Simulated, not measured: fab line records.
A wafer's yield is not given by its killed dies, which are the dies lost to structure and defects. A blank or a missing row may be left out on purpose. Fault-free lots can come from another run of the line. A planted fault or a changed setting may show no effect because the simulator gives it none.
The tool behind it: which one? ; flow nandHarc ; 12 lots with 36 wafers sampled at 6 steps, on a route of 1302 steps

## WHAT EACH GAUGE READ, for each wafer
NHARC_P_M1_THK_MEAS_24: measures by xrf.
lot;measured;on;thkNm (nm)
L975;day 6 16:12;filmMetro-02;156.0 154.9 157.7
L977;day 7 04:36;filmMetro-01;156.4 158.4 156.7
L979;day 7 20:51;filmMetro-02;157.8 157.4 156.5
L986;day 11 00:28;filmMetro-01;160.6 158.2 156.6
L987;day 11 05:11;filmMetro-02;159.4 159.3 157.7
L988;day 11 14:33;filmMetro-02;157.2 157.4 159.2
L990;day 12 08:17;filmMetro-02;156.0 157.2 156.4
L989;day 12 09:26;filmMetro-01;160.0 161.1 161.2
L991;day 13 04:34;filmMetro-02;157.3 159.4 155.6
L992;day 13 11:42;filmMetro-01;157.9 157.7 157.9
L996;day 15 00:19;filmMetro-02;159.8 153.3 157.5
L998;day 16 05:40;filmMetro-02;159.0 158.5 158.0

NHARC_P_M2_CD_MEAS_09 targets a cd of 170 nm.
lot;measured;on;cdNm (nm)
L975;day 6 17:37;cdSem-01;170.0 169.1 170.4
L977;day 7 06:10;cdSem-03;170.3 169.6 170.1
L979;day 7 22:27;cdSem-03;168.4 169.2 169.1
L986;day 11 01:54;cdSem-01;179.1 179.3 180.5
L987;day 11 06:44;cdSem-02;170.8 171.8 171.2
L988;day 11 16:06;cdSem-03;180.2 178.4 177.5
L990;day 12 09:50;cdSem-03;169.3 168.1 169.7
L989;day 12 10:59;cdSem-01;177.0 176.4 176.9
L991;day 13 06:08;cdSem-03;169.5 170.4 171.0
L992;day 13 13:16;cdSem-02;174.9 175.1 176.6
L996;day 15 01:52;cdSem-03;169.7 171.6 170.2
L998;day 16 07:07;cdSem-03;171.1 170.6 170.2

NHARC_END_SORT_01.
lot;measured;on;defectLimitedYield (%);killedAtArray;killedAtOther;killedAtPeriphery;killedDies;killedOpen;killedShort
L992;day 31 15:01;prober-02;93.8 93.1 93.8;36 45 39;4 0 1;2 2 2;42 47 42;2 1 1;2 3 3

## WHICH TOOL RAN EACH LOT (tool, then ch and the chambers of the sampled wafers, then the start)
lot;NHARC_P_M1_ANNEAL_31;NHARC_P_M2_EXPOSE_06;NHARC_P_M2_ETCH_35
L975;rtpAnneal-01 ch 0, day 6 15:32;arfiScanner-02 ch 0, day 6 17:28;rieDiel-05 ch 0,3, day 6 17:53
L977;rtpAnneal-02 ch 0, day 7 04:03;arfiScanner-02 ch 0, day 7 06:01;rieDiel-13 ch 0,1, day 7 06:26
L979;rtpAnneal-01 ch 0, day 7 20:21;arfiScanner-02 ch 0, day 7 22:19;rieDiel-01 ch 1,2,3, day 7 22:44
L986;rtpAnneal-02 ch 0, day 10 23:55;arfiScanner-02 ch 0, day 11 01:46;rieDiel-13 ch 2,3, day 11 02:11
L987;rtpAnneal-02 ch 0, day 11 04:35;arfiScanner-03 ch 0, day 11 06:36;rieDiel-05 ch 2,3, day 11 07:02
L988;rtpAnneal-01 ch 0, day 11 13:53;arfiScanner-02 ch 0, day 11 15:58;rieDiel-05 ch 1,2,3, day 11 16:23
L990;rtpAnneal-01 ch 0, day 12 07:41;arfiScanner-01 ch 0, day 12 09:42;rieDiel-05 ch 1,2, day 12 10:07
L989;rtpAnneal-02 ch 0, day 12 08:52;arfiScanner-02 ch 0, day 12 10:50;rieDiel-01 ch 1,3, day 12 11:15
L991;rtpAnneal-02 ch 0, day 13 03:55;arfiScanner-01 ch 0, day 13 05:59;rieDiel-05 ch 0,1,2, day 13 06:24
L992;rtpAnneal-02 ch 0, day 13 11:02;arfiScanner-02 ch 0, day 13 13:07;rieDiel-01 ch 1,2,3, day 13 13:32
L996;rtpAnneal-02 ch 0, day 14 23:39;arfiScanner-01 ch 0, day 15 01:44;rieDiel-01 ch 0,1,3, day 15 02:08
L998;rtpAnneal-01 ch 0, day 16 05:04;arfiScanner-01 ch 0, day 16 06:58;rieDiel-05 ch 0,3, day 16 07:23
- NHARC_P_M1_ANNEAL_31: time 90 s.
- NHARC_P_M2_EXPOSE_06: exposes mask P M2, target cd 170 nm.
- NHARC_P_M2_ETCH_35: etches the open film in N2/H2, target depth 40 nm, overetch 12 nm, time 43.94 s.

## WHAT THE TOOLS THEMSELVES READ (means of the sampled wafers that have a number; where no wafer has one, the mark that the record gives instead)
NHARC_P_M1_ANNEAL_31.
lot;tool;wafer_temp_C_max
L975;rtpAnneal-01;225.8
L977;rtpAnneal-02;226.6
L979;rtpAnneal-01;225.5
L986;rtpAnneal-02;226.2
L987;rtpAnneal-02;226.3
L988;rtpAnneal-01;226.2
L990;rtpAnneal-01;225.9
L989;rtpAnneal-02;226.2
L991;rtpAnneal-02;226.3
L992;rtpAnneal-02;226.6
L996;rtpAnneal-02;226.5
L998;rtpAnneal-01;225.6

NHARC_P_M2_EXPOSE_06.
lot;tool;exposureDoseMJCm2
L975;arfiScanner-02;80.68
L977;arfiScanner-02;80.66
L979;arfiScanner-02;80.55
L986;arfiScanner-02;96.53
L987;arfiScanner-03;80.72
L988;arfiScanner-02;93.37
L990;arfiScanner-01;80.78
L989;arfiScanner-02;90.77
L991;arfiScanner-01;80.78
L992;arfiScanner-02;88.76
L996;arfiScanner-01;80.74
L998;arfiScanner-01;80.84

NHARC_P_M2_ETCH_35.
lot;tool;chamberPressureMTorr (mTorr);drypumpMotorCurrentA (A);n2FlowSccm (sccm);oesProductAu (a.u.);rfVppV (V);showerheadPlenumPTorr (Torr);throttleValvePct (%)
L975;rieDiel-05;30.001;5.82;150.1;0.997;430.7;2.07;14.176
L977;rieDiel-13;29.981;6.06;150.1;1.012;430.8;2.06;14.170
L979;rieDiel-01;29.995;5.71;149.7;1.004;430.3;2.04;14.170
L986;rieDiel-13;30.010;5.57;149.7;0.974;431.7;2.07;14.176
L987;rieDiel-05;30.006;5.68;149.8;0.991;430.7;2.05;14.164
L988;rieDiel-05;29.983;5.55;150.0;0.984;431.4;2.07;14.174
L990;rieDiel-05;30.012;5.44;150.0;0.973;432.4;2.09;14.170
L989;rieDiel-01;29.999;5.67;150.1;0.997;429.8;2.01;14.172
L991;rieDiel-05;30.016;5.63;149.9;0.978;431.5;2.08;14.173
L992;rieDiel-01;29.992;5.69;150.1;0.988;430.7;2.04;14.174
L996;rieDiel-01;29.986;5.78;149.9;0.992;428.8;1.98;14.172
L998;rieDiel-05;30.021;5.80;149.9;1.002;431.2;2.07;14.171

## THE ANSWER, worked out from the rows above alone
Rule: the lots themselves supply what counts as usual. Put in order of their means at a reading, lots are off if they are a third of the lots or fewer, leave a main group of 4 or more, and stand apart from it by a gap of 3 or more times the standard deviation of the main group's means; of several such gaps the widest counts. If all means in a main group match to the digits the tables above print for the reading, that group is not used. Also off: a lot with no number at a reading for which 4 or more lots have one. The other lots that the step has rows for count as sound. Order of review: gauges by route order, followed by the tools' own readings, for which a lot's mean as printed above is used. At the first step where some lot is off, the reading lying furthest off is the one used; lots without a number count as furthest.
Off: L986, L988, L989, L992, at NHARC_P_M2_CD_MEAS_09 (cdNm). For the main group the mean is 170.1 nm and the standard deviation 0.75.
A tool fits if, at a process step before that reading, it ran every lot that is off, and no sound lot after the first of them. Not tried: the gauges at NHARC_P_M2_CD_MEAS_09; whatever is off there is also off at NHARC_P_M2_EXPOSE_06, on other tools, and gauge error can't account for it. One candidate fits, namely arfiScanner-02 at NHARC_P_M2_EXPOSE_06. A fault onset in the window from L979 (day 7 22:19, its last sound lot) to L986 (day 11 01:46, its first lot off) fits.
The tool's own readings at NHARC_P_M2_EXPOSE_06 bear it out: on the lots that are off they differ by more than 5 times the standard deviation of the sound lots' means. exposureDoseMJCm2 reads 92.36 there against 80.72 on the sound lots.

## WHAT THE SIMULATOR HAD INSERTED
Process parameter drift: arfiScanner-02, from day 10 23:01 on, at NHARC_P_M2_EXPOSE_06. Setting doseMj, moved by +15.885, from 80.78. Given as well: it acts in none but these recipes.
Shown lots that were struck: L986, L988, L989, L992. This agrees with what the rule above found.
